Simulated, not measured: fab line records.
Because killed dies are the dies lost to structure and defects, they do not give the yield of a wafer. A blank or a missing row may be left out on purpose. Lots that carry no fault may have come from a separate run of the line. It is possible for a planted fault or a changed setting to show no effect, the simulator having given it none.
fab line records	flow n5-finfet
[record] lots = 5	wafers = 14	last-day = 17
route steps=1938 shown PASSIVATION@1918
lots that met no fault: taken from a fault-free run of the same line
start-h: start of the lot's first displayed wafer, in hours after the record's first day	wait-h: hours since the lot's step before	" same as the row above	L1.1+2: a row that stands for several wafers	- value missing, or start not given	* or withheld: withheld	< > ~ a bound
route shown NAME@n: NAME is a module with steps in the file, n the number in the route of the first one	usual: mean/standard deviation taken from wafers without a fault	same: alike in all rows	chamber/n: place in a boat	sites: per-site readings	_std_site: their standard deviation	_edge_site: mean of outer sites minus mean of inner sites	radius-mm: for every site, how far away it sits from the centre of the wafer	mask NAME#n: copy n	behind: the last tool/chamber to shape the wafer	hold: cause of the lot's hold/its duration in hours/its outcome	device: whichever transistor did not switch (one of n, p or np)	end of line: the route-end tests of the same wafers	for a step that has no rows: nothing shown but its recipe	killed: the dies lost at the first sort to structure and to defects; this is not the yield of the wafer	map: the dies of a wafer, with x for killed, . for not killed, _ for no die there
set.NAME: the setting as run; set.NAME@STEP: as run at that earlier step	model.NAME: the simulator's own value behind a step, which no gauge read
certain route steps with their lots: each step a table, each wafer a row
services: the hour from which a tool's chamber was out of use, counted from the record's first day as start-h (under 0 if before that day), plus the number of hours and why
[[steps]]
[step N5_PASSIVATION_COAT_38]
[recipe] spin-rpm = 3000	resist-thk-nm = withheld
[step N5_PASSIVATION_EBR_40]
[recipe] solvent = PGMEA	ebr-width-mm = 1.5
[step N5_PASSIVATION_SOFTBAKE_39]
[recipe] temp-c = 110	time-s = 120
[step N5_PASSIVATION_EXPOSE_41]
[recipe] mask-id = PASS_OPEN	na = 0.55	defocus-nm = 0	source-shape = conventional	sigma-outer = 0.8	polarization = unpolarized	target-cd-nm = 40000	dose-mj = 57.25
[step N5_PASSIVATION_PEB_42]
[recipe] peb-temp-c = withheld	peb-time-s = *
[step N5_PASSIVATION_DEVELOP_43]
[recipe] develop-time-s = 60	rinse-liquid = diw	dry = air-spin	dev-temp-c = 21
[step N5_PASSIVATION_HARDBAKE_45]
[recipe] temp-c = 130	time-s = 120
[step N5_PASSIVATION_CD_MEAS_44]
[recipe] target-cd-nm = 40000	landing-energy-ev = 500	detector = se-inlens
[usual] cd-nm = 40000/3.9
[same] landing-energy-ev = 500
lot.wafer	tool	chamber	start-h	wait-h	cd-nm
L722.3	cd-sem-01	0	290.04	-	39999
L722.5	"	0	"	"	40002
L722.6	"	0	"	"	40008
L726.2	cd-sem-03	0	310.78	-	40005
L726.5	"	0	"	"	40003
L733.2	cd-sem-03	0	353.52	-	39996
L733.3	"	0	"	"	39998
L733.5	"	0	"	"	40005
L738.1	cd-sem-02	0	404.03	-	40004
L738.2	"	0	"	"	40003
L738.3	"	0	"	"	40000
L739.2	cd-sem-01	0	413.03	-	40001
L739.4	"	0	"	"	40002
L739.5	"	0	"	"	40001
[step N5_PASSIVATION_OVL_MEAS_66]
[recipe] points-per-wafer = 44
[usual] PASS_OPEN_OVL = -2/6.2
lot.wafer	tool	chamber	start-h	wait-h	PASS_OPEN_OVL[nm]
L722.3	overlay-01	0	290.07	0.0	-12
L722.5	"	0	"	"	0
L722.6	"	0	"	"	3
L726.2	overlay-01	0	310.81	0.0	3
L726.5	"	0	"	"	-11
L733.2	overlay-01	0	353.55	0.0	-18
L733.3	"	0	"	"	-3
L733.5	"	0	"	"	-8
L738.1	overlay-02	0	404.06	0.0	0
L738.2	"	0	"	"	-6
L738.3	"	0	"	"	-2
L739.2	overlay-01	0	413.06	0.0	9
L739.4	"	0	"	"	-4
L739.5	"	0	"	"	-5
[step N5_PASSIVATION_INSPECT_67]
[recipe] mode = adi	inspect-instrument = macro
[usual] raw-defect-count = 2.1/1.3
lot.wafer	tool	chamber	start-h	wait-h	raw-defect-count
L722.3	defect-inspect-02	-	290.09	0.0	3
L722.5	"	-	"	"	6
L722.6	"	-	"	"	3
L726.2	defect-inspect-02	-	310.84	0.0	1
L726.5	"	-	"	"	1
L733.2	defect-inspect-01	-	353.58	0.0	2
L733.3	"	-	"	"	3
L733.5	"	-	"	"	3
L738.1	defect-inspect-02	-	404.09	0.0	3
L738.2	"	-	"	"	1
L738.3	"	-	"	"	3
L739.2	defect-inspect-02	-	413.09	0.0	1
L739.4	"	-	"	"	1
L739.5	"	-	"	"	3
[step N5_PASSIVATION_DESCUM_46]
[recipe] chemistry = O2	time-s = 7.9	source-power-w = 50	bias-power-w = 20	pressure-mtorr = 20	rf-frequency-hz = 2.712e+07	temp-c = 40	o2-flow-sccm = 225
[usual] chamber-pressure-mTorr = 20.003/0.021	drypump-motor-current-A = 5.6/0.33	oes-product-au = 0.78/0.084	rf-vpp-V = 243.2/1.1	showerhead-plenum-p-Torr = 2.10/0.056	temp-c = 39.99/0.11	throttle-valve-pct = 20.52/0.25
lot.wafer	tool	chamber	start-h	wait-h	chamber-pressure-mTorr	drypump-motor-current-A	oes-product-au	rf-hours-counter-h	rf-vpp-V	showerhead-plenum-p-Torr	temp-c	throttle-valve-pct
L722.3	rie-diel-03	2	290.13	0.0	20.004	6.2	0.69	242	243.2	2.09	40.08	20.72
L722.5	"	2	"	"	20.002	6.3	0.69	-	242.7	2.09	40.07	20.71
L722.6	"	3	"	"	20.027	5.1	0.70	-	242.7	2.09	40.14	20.59
L726.2	rie-diel-03	1	310.87	0.0	20.037	5.8	0.75	163	243.6	2.11	39.99	20.56
L726.5	"	2	"	"	20.022	6.3	0.69	-	243.8	2.08	40.04	20.71
L733.2	rie-diel-06	1	353.61	0.0	20.040	5.6	0.90	25	244.6	2.12	39.96	20.47
L733.3	"	2	"	"	20.013	5.5	0.76	134	244.4	2.08	39.94	20.42
L733.5	"	3	"	"	20.013	5.1	0.66	-	243.2	2.16	40.09	21.04
L738.1	rie-diel-06	1	404.12	0.0	20.013	5.6	0.87	42	243.1	2.11	40.09	20.50
L738.2	"	2	"	"	19.968	5.5	0.76	152	241.9	2.07	40.07	20.46
L738.3	"	0	"	"	20.046	5.9	0.77	144	241.2	1.98	39.82	20.13
L739.2	rie-diel-06	1	413.12	0.0	20.025	5.6	0.87	45	244.1	2.11	39.98	20.49
L739.4	"	2	"	"	20.001	5.5	0.75	155	242.4	2.07	40.06	20.46
L739.5	"	3	"	"	19.982	5.1	0.66	-	244.3	2.16	39.88	21.04
[step N5_PASSIVATION_PASS_ETCH_47]
[recipe] chemistry = CF4/O2	target = SiNx	target-depth-a = 7700	time-s = 385	ion-energy-ev = 100	pressure-mtorr = 40	source-w = 535	bias-w = 49	Ar_flow_sccm = 100	cf4-flow-sccm = 100	O2_flow_sccm = 10
[usual] chamber-pressure-mTorr = 40.00/0.038	drypump-motor-current-A = 5.6/0.34	oes-product-au = 0.78/0.08	rf-vpp-V = 239/5.4	showerhead-plenum-p-Torr = 2.21/0.049	throttle-valve-pct = 15.96/0.21
lot.wafer	tool	chamber	start-h	wait-h	chamber-pressure-mTorr	drypump-motor-current-A	oes-product-au	rf-hours-counter-h	rf-vpp-V	showerhead-plenum-p-Torr	throttle-valve-pct
L722.3	rie-diel-03	2	290.16	0.0	39.90	6.3	0.69	242	242	2.17	16.05
L722.5	"	2	"	"	40.01	6.3	0.69	-	242	2.17	16.05
L722.6	"	3	"	"	39.98	5.1	0.70	-	240	2.20	16.02
L726.2	rie-diel-03	1	310.91	0.0	40.03	5.8	0.74	163	247	2.21	15.94
L726.5	"	2	"	"	40.02	6.2	0.68	-	243	2.16	16.05
L733.2	rie-diel-06	1	353.65	0.0	39.99	5.6	0.90	25	235	2.24	15.90
L733.3	"	2	"	"	39.96	5.5	0.77	134	243	2.20	15.95
L733.5	"	3	"	"	40.01	5.1	0.68	-	229	2.28	16.45
L738.1	rie-diel-06	1	404.16	0.0	39.99	5.6	0.88	42	233	2.23	15.92
L738.2	"	2	"	"	40.00	5.5	0.76	152	243	2.20	15.98
L738.3	"	0	"	"	40.01	5.9	0.76	144	236	2.12	15.81
L739.2	rie-diel-06	1	413.16	0.0	40.04	5.6	0.88	45	234	2.23	15.91
L739.4	"	2	"	"	40.06	5.5	0.75	155	246	2.20	15.99
L739.5	"	3	"	"	40.04	5.1	0.67	-	229	2.27	16.48
[step N5_PASSIVATION_ETCH_54]
[recipe] chemistry = CHF3/O2	target = SiO2	target-depth-a = 8800	CHF3_flow_sccm = 50	O2_flow_sccm = 5	Ar_flow_sccm = 200	time-s = 440	mask-material = PR	pressure-mtorr = 30	source-w = 650	bias-w = 170	ion-energy-ev = 200
[usual] chamber-pressure-mTorr = 30.001/0.028	drypump-motor-current-A = 5.6/0.33	oes-product-au = 0.78/0.08	rf-vpp-V = 520/12	showerhead-plenum-p-Torr = 2.41/0.058	throttle-valve-pct = 18.88/0.22
lot.wafer	tool	chamber	start-h	wait-h	chamber-pressure-mTorr	drypump-motor-current-A	oes-product-au	rf-hours-counter-h	rf-vpp-V	showerhead-plenum-p-Torr	throttle-valve-pct	model.PASSIVATION.feature-depth-nm	model.etch.depth-nm
L722.3	rie-diel-03	2	290.39	0.1	29.999	6.3	0.69	242	526	2.36	18.91	835.6	835.6
L722.5	"	2	"	"	29.957	6.3	0.69	-	526	2.36	18.90	829.4	829.5
L722.6	"	3	"	"	29.981	5.1	0.70	-	519	2.39	18.92	855	855
L726.2	rie-diel-03	1	311.14	0.1	30.013	5.8	0.74	164	538	2.39	18.71	783.6	783.6
L726.5	"	2	"	"	29.993	6.3	0.68	-	525	2.36	18.91	834.2	834.2
L733.2	rie-diel-06	1	353.87	0.1	30.015	5.6	0.90	25	510	2.45	18.86	897.8	897.8
L733.3	"	2	"	"	30.026	5.5	0.77	134	531	2.41	18.89	894.6	894.5
L733.5	"	3	"	"	30.013	5.1	0.67	-	495	2.49	19.36	861.6	861.5
L738.1	rie-diel-06	1	404.39	0.1	30.013	5.6	0.87	42	510	2.44	18.90	895	894.9
L738.2	"	2	"	"	30.023	5.5	0.75	152	531	2.41	18.94	894.8	894.8
L738.3	"	0	"	"	29.977	5.9	0.76	144	511	2.31	18.63	877.6	877.5
L739.2	rie-diel-06	1	413.38	0.1	29.985	5.6	0.87	45	511	2.44	18.89	905.8	905.9
L739.4	"	2	"	"	30.001	5.5	0.74	156	533	2.40	18.93	892.6	892.5
L739.5	"	3	"	"	30.019	5.1	0.67	-	497	2.48	19.37	864.6	864.7
[step N5_PASSIVATION_STRIP_48]
[recipe] chemistry = O2	power-w = 600	temp-c = 60	pressure-mtorr = 30	rf-frequency-hz = 6e+07	bias-power-w = 0	overash-fraction = 0.5	o2-flow-sccm = 225
[usual] chamber-pressure-mTorr = 30.01/0.13	drypump-motor-current-A = 5.6/0.34	oes-product-au = 0.78/0.083	rf-vpp-V = 3.8/2.2	showerhead-plenum-p-Torr = 2.10/0.056	temp-c = 60.02/0.12	throttle-valve-pct = 16.76/0.24
lot.wafer	tool	chamber	start-h	wait-h	chamber-pressure-mTorr	drypump-motor-current-A	oes-product-au	rf-hours-counter-h	rf-vpp-V	showerhead-plenum-p-Torr	temp-c	throttle-valve-pct
L722.3	rie-diel-03	2	290.68	0.1	29.80	6.2	0.69	242	3.9	2.09	60.20	17.02
L722.5	"	2	"	"	30.18	6.2	0.68	-	3.7	2.09	59.79	16.97
L722.6	"	3	"	"	30.03	5.2	0.72	-	7.5	2.09	59.80	16.89
L726.2	rie-diel-03	1	311.43	0.1	29.97	5.8	0.73	164	7.7	2.12	59.77	16.87
L726.5	"	2	"	"	30.13	6.3	0.71	-	0	2.09	60.07	17.02
L733.2	rie-diel-06	1	354.16	0.1	29.93	5.6	0.94	25	0.1	2.12	60.07	16.62
L733.3	"	2	"	"	30.18	5.5	0.73	134	3.7	2.08	59.92	16.67
L733.5	"	3	"	"	29.64	5.2	0.68	-	0.8	2.17	59.88	17.30
L738.1	rie-diel-06	1	404.67	0.1	29.81	5.7	0.86	42	2.1	2.12	59.83	16.70
L738.2	"	2	"	"	29.87	5.5	0.75	152	3.1	2.08	60.09	16.69
L738.3	"	0	"	"	30.17	5.9	0.75	144	4.9	1.99	60.07	16.53
L739.2	rie-diel-06	1	413.67	0.1	29.90	5.6	0.89	45	2.3	2.12	59.95	16.66
L739.4	"	2	"	"	30.13	5.5	0.77	156	0.0	2.07	60.32	16.76
L739.5	"	3	"	"	29.89	5.1	0.66	-	3.1	2.16	60.10	17.23
[step N5_PASSIVATION_STRIP_52]
[recipe] chemistry = post-etch-residue-remover	time-s = 1200	temp-c = 72.5
[step N5_PASSIVATION_CLEAN_71]
[recipe] chemistry = IPA	time-s = 180	temp-c = 25
[step N5_PASSIVATION_SRD_72]
[recipe] dry = ipa-marangoni	time-s = 30	temp-c = 23	rinse-liquid = diw
[step N5_PASSIVATION_ANNEAL_56]
[recipe] temp-c = 400	time-s = 1800	ambient = FGA	idle-temp-c = 300	ramp-up-c-per-min = 5	ramp-down-c-per-min = 3
[step N5_PASSIVATION_PROBE_49]
[usual] defect-limited-yield = 91.0/1.3	killed_at_M0_to_M3 = 33/10	killed_at_M4_up = 14/5.6	killed-at-contacts = 12/5.8	killed-at-front-end = 43/11	killed-at-other = 4.1/2.8	killed-dies = 106/15	killed-open = 70/12	killed-short = 34/7.5	sort_bin_5_function = 5.3/0.88	sort_bin_6_memory = 3.3/0.64	sort_bin_8_speed = 0.00/0.016	sort-n-pass = 1074/15	sort-yield-pct = 91.0/1.3
[same] gross-dies = 1180	killed-at-back-side = 0	sort_bin_4_leakage[%] = 0
lot.wafer	tool	chamber	start-h	wait-h	defect-limited-yield[%]	killed_at_M0_to_M3	killed_at_M4_up	killed-at-contacts	killed-at-front-end	killed-at-other	killed-dies	killed-open	killed-short	sort_bin_5_function[%]	sort_bin_6_memory[%]	sort_bin_8_speed[%]	sort-n-pass	sort-yield-pct[%]
L726.2	prober-02	-	313.97	0.1	92.7	24	4	5	40	13	86	49	24	4.6	2.5	0.08	1094	92.7
// killed by level:class
L726.2 STI_FIN_REVEAL:geometric-particle:open=12 PASSIVATION:area-etch=11 FIN_SAQP:geometric-particle:short=6 BEOL_M0_SAQP:geometric-particle:open=6 FIN_SAQP:geometric-particle:open=5 GATE_CUT:geometric-particle:short=5 BEOL_M1:geometric-particle:open=5 BEOL_M0_SAQP:geometric-particle:short=4
// map L726.5 (x killed, . not)
_________________........x...________________
______________.................._____________
___________x...x..x......x.........__________
__________.............x.........x.._________
________...x.....xx............x....x._______
_______..............x..x.xx...........______
______.x..x........x.........x.......x.._____
_____....x.......xx..................x...____
____......xx........................x.x.x.___
___.......xx......x.x......................__
___....................xxx..x..............__
__.........x.x.x.............x.............._
__..........x.x..........x.................._
_............................................
_..............x.x..x.......x.........x.....x
_......x.....x......x.....x.........x........
_.x............................x.....xxx.x..x
_..x...................................x...x.
_...........x.....x............x..xx.........
_...........x........xx.xx...................
_.....................................x....xx
__.......................x.......x..x...x..._
__.x.....x.........x..............x........x_
___..........x..................x...x......__
___x.........x...x.x...........x...........__
____x......x......x...x....x......xx......___
_____..x............x....................____
______........x..........x...x.........._____
_______.....x.............x..x.....x...______
________.......x..x..................._______
__________................x......x.._________
___________..x...x.....x....x......__________
______________x...........x....._____________
_________________............________________
// map L722.5 (x killed, . not)
_________________.....x......________________
______________x..x.x......x....._____________
___________x......x..............x.__________
__________.................x...x...._________
________........x.........x..........._______
_______x.....x.....x.........x....x....______
______......x...x...........x........x.._____
_____...........................x.....xx.____
____.....x.....x...............x.....xx...___
___....xx.........x..x.........x.........x.__
___.......x.x..............................__
__..x.........x.........x....x....x........._
__...x..x...............x...xx.x............_
_x.............................x.............
_....x...................x...x.x...........x.
_x.......x...x.....xx.....x...x......x.......
_..........x.x..x.x.....xx.....x.............
_.....x..................................x...
_.....x..x..x.....x.......................x..
_..............x......................x......
_........x.........x.x................x......
__.....x...........xx......................._
__...x...........x...........xxx............_
___.......x.x.............x.........x......__
___...........................x............__
____...x............x....x....x...x..x....___
_____....................................____
______....................x.......x..xx._____
_______..........................x.....______
________........x....................._______
__________......x.........x........._________
___________.......................x__________
______________.................._____________
_________________.....x..x...________________
[[services]]
tool	chamber	start-h	hours	kind
rie-diel-03	2	313.92	-	clean
rie-diel-03	2	313.92	-	consumable-replace:focus-ring
rie-diel-03	2	313.92	18.7	scheduled-down
rie-diel-03	2	313.92	18.7	vent-cycle
rie-diel-03	0	317.64	4.0	repair
rie-diel-03	1	354.52	4.8	repair
rie-diel-03	-	372.66	0.1	repair
rie-diel-06	3	400.20	6.6	repair
[[key]]
[first-sign] step = N5_PASSIVATION_PROBE_49	reading = killed-at-other	direction = up	sigmas = 3.1	usual = 4.1	struck = 13
effect none on later readings
[model-effect] step = N5_PASSIVATION_ETCH_54	value = PASSIVATION.feature-depth-nm	without = 871.6	struck = 783.6
met-at N5_PASSIVATION_ETCH_54
struck-wafers L726.2
onset-between 290.39 311.14
[fault] kind = process-parameter-drift	tool = rie-diel-03	chamber = -	onset-h = 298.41	steps = N5_PASSIVATION_ETCH_54	channel = time-s	offset = *	shape = step	end-h = 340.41	scope = struck-wafers-only	acts-in = *	stated = *
